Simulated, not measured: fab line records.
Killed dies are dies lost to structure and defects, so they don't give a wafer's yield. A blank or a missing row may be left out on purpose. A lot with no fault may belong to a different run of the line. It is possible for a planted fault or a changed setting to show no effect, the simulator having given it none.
Which tool is to blame? -- flow n5-finfet -- 33 wafers from 11 lots sampled at 2 of the route's 1938 steps

## WHAT EACH GAUGE READ, for each wafer
N5_PASSIVATION_CD_MEAS_10 targets a cd of 3000 nm.
lot,measured,on,cd-nm (nm)
L387,day 13 07:11,cd-sem-01,2999.6 3002.3 3003.5
L389,day 13 01:16,cd-sem-01,2997.6 2998.4 2995.4
L386,day 14 12:44,cd-sem-01,3000.7 2999.4 2997.7
L392,day 14 08:45,cd-sem-03,2998.7 2996.5 2998.8
L395,day 14 23:17,cd-sem-01,2998.7 2999.2 3001.2
L396,day 14 18:07,cd-sem-01,2999.6 3000.2 3000.8
L398,day 15 17:48,cd-sem-03,3003.6 2999.1 2996.4
L399,day 16 10:24,cd-sem-02,2999.9 3001.4 2996.1
L401,day 16 19:23,cd-sem-01,2998.7 2998.7 3001.1
L403,day 17 03:29,cd-sem-02,2997.3 2998.4 3002.2
L406,day 18 13:21,cd-sem-01,3000.5 3002.1 3001.5

## WHAT TOOL EACH LOT RAN ON (gives the tool, then ch and the chambers of the sampled wafers, and finally the start)
lot,N5_MOL_CONTACT_COAG_ETCH_15
L387,"rie-diel-03 ch 0,2,3, day 5 11:28"
L389,"rie-diel-01 ch 2,3, day 5 18:23"
L386,"rie-diel-03 ch 0,2,3, day 6 00:20"
L392,"rie-diel-03 ch 2,3, day 6 06:13"
L395,"rie-diel-03 ch 0,2, day 6 22:41"
L396,"rie-diel-01 ch 1,2,3, day 7 01:03"
L398,"rie-diel-03 ch 1,2,3, day 8 01:26"
L399,"rie-diel-03 ch 1,2,3, day 8 04:53"
L401,"rie-diel-01 ch 0,1,2, day 8 15:38"
L403,"rie-diel-03 ch 0,1,3, day 9 02:42"
L406,"rie-diel-03 ch 0,2, day 9 17:19"
- N5_MOL_CONTACT_COAG_ETCH_15: etches SiNx in CH3F/O2, stops on Si:P, target depth 7 nm.

## THE ANSWER, worked out from the rows above alone
Rule: the lots themselves supply what counts as usual. Put in order of their means at a reading, lots are off if they are a third of the lots or fewer, leave a main group of 4 or more, and stand apart from it by a gap of 3 or more times the standard deviation of the main group's means; of several such gaps the widest counts. If all means in a main group match to the digits the tables above print for the reading, that group is not used. Also off: a lot with no number at a reading for which 4 or more lots have one. Any other lot the step has rows for is counted as sound.
None of the lots is off at any reading shown; this tells nothing.

## WHAT WAS PUT IN BY THE SIMULATOR
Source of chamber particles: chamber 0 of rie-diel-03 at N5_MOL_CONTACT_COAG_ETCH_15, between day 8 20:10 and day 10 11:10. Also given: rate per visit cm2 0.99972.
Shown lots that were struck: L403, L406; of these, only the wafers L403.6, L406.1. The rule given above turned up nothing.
